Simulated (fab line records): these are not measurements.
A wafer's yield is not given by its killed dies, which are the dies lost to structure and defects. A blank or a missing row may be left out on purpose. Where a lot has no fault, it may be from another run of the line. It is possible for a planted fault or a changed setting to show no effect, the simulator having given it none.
3 desks looking at one fault ; flow n5_finfet ; every desk sees just its own numbers, and what lay behind them comes last

THE METROLOGY DESK
What the gauges read for every lot (on any tool): the sampled wafers with a number, averaged. Marked OUT: a lot whose mean sits more than 4 standard deviations from the usual mean, which makes it out of limits; the brackets give that distance. 7 of its 13 readings are shown, namely those furthest out on some lot.
Columns: A = M2_RS at N5_BEOL_M2_RS_MEAS_58, usual 0.68 ohm/sq; B = M3_ILD_THK at N5_BEOL_M3_THK_MEAS_01, usual 78.9 nm; C = cd_nm at N5_BEOL_M3_CD_MEAS_11, usual 17.09 nm; D = DIBL_N at N5_BEOL_M4_RC_MEAS_101, usual 36.5 mV/V; E = DIBL_P at N5_BEOL_M4_RC_MEAS_101, usual 36.5 mV/V; F = ION_N at N5_BEOL_M4_RC_MEAS_101, usual 677 uA/um; G = VT_P at N5_BEOL_M4_RC_MEAS_101, usual -250 mV
lot;first seen here;A;B;C;D;E;F;G
L222;day 7 03:41;0.65;80.0;17.38;35.6;37.6;679;-253
L223;day 7 12:50;0.71;78.2;17.34;38.5;38.8;682;-253
L225;day 8 09:56;0.66;79.2;16.94;36.4;36.2;685;-247
L233;day 10 06:55;0.70;79.0;16.92;37.0;37.1;677;-252
L234;day 10 13:17;0.64;78.5;17.29;35.8;36.1;678;-249
L235;day 10 22:23;0.66;79.7;17.31;37.7;37.9;681;-252
L236;day 11 03:35;0.67;79.1;17.23;36.7;36.7;673;-250
L240;day 12 12:35;0.71;77.8;17.11;34.8;36.3;677;-251
L241;day 12 17:46;0.67;79.2;17.07;34.7;34.5;656;-250
L242;day 12 21:20;0.69;77.1;17.50;37.0;37.6;681;-246
This desk found nothing out of limits on any of the 10 lots.

THE DEFECT DESK
For each lot, the counts of the inspections along the route, averaged over the sampled wafers that have a number. Marked OUT: a lot whose mean sits more than 4 standard deviations from the usual mean, which makes it out of limits; the brackets give that distance.
Columns: A = raw_defect_count at N5_BEOL_M3_INSPECT_13, usual 461
lot;first seen here;A
L222;day 7 05:26;552
L223;day 7 14:05;616
L225;day 8 10:47;471
L233;day 10 14:07;520
L234;day 10 14:16;534
L235;day 10 23:57;386
L236;day 11 04:44;458
L240;day 12 14:08;438
L241;day 12 19:01;404
L242;day 13 01:01;356
This desk found nothing out of limits on any of the 10 lots.

AT THE TOOL OWNER'S DESK: pecvd-04
The tool's own readings at N5_BEOL_M3_PECVD_72 (deposits SiO2 from TEOS/O2, target thk 16 nm, time 18 s): means of the sampled wafers that have a number, for each lot that ran on this tool. Marked OUT: a lot whose mean sits more than 4 standard deviations from the usual mean, which makes it out of limits; the brackets give that distance.
Columns: A = heater_power_outer_w at N5_BEOL_M3_PECVD_72, usual 400 W; B = heater_power_w at N5_BEOL_M3_PECVD_72, usual 688 W; C = showerhead_plenum_p_Torr at N5_BEOL_M3_PECVD_72, usual 8.79 Torr; D = throttle_valve_pct at N5_BEOL_M3_PECVD_72, usual 22.4 %
lot;first seen here;A;B;C;D
L222;day 7 03:52;358;626;8.80;23.1
L223;day 7 13:01;348;642;8.85;22.7
L235;day 10 22:34;329;565;8.74;21.5
L240;day 12 12:46;381;685;8.85;22.7
L241;day 12 17:56;362;639;8.82;22.2
L242;day 12 21:31;354;657;8.87;23.3
This desk found nothing out of limits on any of the 6 lots.

PUT TOGETHER
The metrology desk saw nothing out of limits.
Nothing out of limits was seen by the defect desk.
The tool owner's desk saw nothing out of limits.

WHAT THE SIMULATOR HAD INSERTED
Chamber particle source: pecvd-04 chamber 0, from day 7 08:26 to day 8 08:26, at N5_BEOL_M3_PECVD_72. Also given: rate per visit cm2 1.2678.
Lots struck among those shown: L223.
